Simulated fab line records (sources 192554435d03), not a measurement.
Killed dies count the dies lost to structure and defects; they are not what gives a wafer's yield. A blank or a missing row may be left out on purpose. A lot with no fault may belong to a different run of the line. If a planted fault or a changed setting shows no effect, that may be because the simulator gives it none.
One fault seen from 2 desks | flow n5 finfet | only its own numbers are on each desk; what lay behind them is given at the end

== THE TOOL OWNER'S DESK: pvd sputter-02 ==
The tool's own readings at N5_BEOL_M14_SPUTTER_43 (material TaN, target thk 15 nm, time 24.19 s): means of the sampled wafers that have a number, for each lot that ran on this tool. A lot is out of limits, marked OUT, if its mean lies more than 4 standard deviations from the usual mean; the brackets give that distance.
Columns: A = bias v at N5_BEOL_M14_SPUTTER_43, usual 168.9 V; B = cathode dc power W at N5_BEOL_M14_SPUTTER_43, usual 15000 W; C = substrate temp c at N5_BEOL_M14_SPUTTER_43, usual 49.98 C; D = susceptor temp C at N5_BEOL_M14_SPUTTER_43, usual 50.00 C; E = throttle valve pct at N5_BEOL_M14_SPUTTER_43, usual 29.9 %
lot  | first seen here | A     | B     | C     | D     | E
L888 | day 12 07:34    | 169.4 | 14999 | 50.01 | 49.87 | 30.5
L891 | day 12 21:03    | 168.2 | 15002 | 50.05 | 50.06 | 29.9
L896 | day 14 02:41    | 168.8 | 14999 | 50.08 | 50.01 | 29.2
L899 | day 15 05:24    | 167.7 | 14999 | 49.94 | 50.06 | 29.6
This desk found nothing out of limits on any of the 4 lots.

== AT THE METROLOGY DESK ==
What the gauges read for every lot (on any tool): the sampled wafers with a number, averaged. A lot is out of limits, marked OUT, if its mean lies more than 4 standard deviations from the usual mean; the brackets give that distance. Of its 11 readings 7 are shown: those that lie furthest out on some lot.
Columns: A = DIBL_N at N5_BEOL_M4_RC_MEAS_101, usual 35.7 mV/V; B = DIBL_P at N5_BEOL_M4_RC_MEAS_101, usual 35.4 mV/V; C = IOFF_N at N5_BEOL_M4_RC_MEAS_101, usual 0.152 nA/um; D = ION_N at N5_BEOL_M4_RC_MEAS_101, usual 672 uA/um; E = SS_N at N5_BEOL_M4_RC_MEAS_101, usual 71.4 mV/dec; F = VT_N at N5_BEOL_M4_RC_MEAS_101, usual 251 mV; G = M14_THK at N5_BEOL_M14_THK_MEAS_50, usual 556 nm
lot  | first seen here | A    | B    | C     | D   | E    | F   | G
L888 | day 8 13:11     | 34.1 | 35.3 | 0.146 | 670 | 71.1 | 252 | 545
L891 | day 9 08:35     | 35.5 | 36.6 | 0.159 | 679 | 71.2 | 248 | 555
L893 | day 10 02:28    | 34.1 | 33.0 | 0.119 | 669 | 71.4 | 255 | 561
L896 | day 10 20:56    | 36.9 | 35.0 | 0.182 | 683 | 70.7 | 244 | 560
L900 | day 11 16:05    | 36.3 | 35.6 | 0.151 | 670 | 71.7 | 252 | 577
L899 | day 11 20:35    | 36.2 | 36.1 | 0.156 | 666 | 71.5 | 251 | 560
L901 | day 11 21:49    | 34.6 | 33.7 | 0.120 | 656 | 70.9 | 255 | 583
L904 | day 12 11:26    | 34.5 | 33.8 | 0.131 | 670 | 70.9 | 253 | 549
This desk found nothing out of limits on any of the 8 lots.

== ALL TOGETHER ==
The desk of the tool owner found nothing out of limits.
From the metrology desk's view, nothing was out of limits.

== WHAT HAD BEEN PUT IN BY THE SIMULATOR ==
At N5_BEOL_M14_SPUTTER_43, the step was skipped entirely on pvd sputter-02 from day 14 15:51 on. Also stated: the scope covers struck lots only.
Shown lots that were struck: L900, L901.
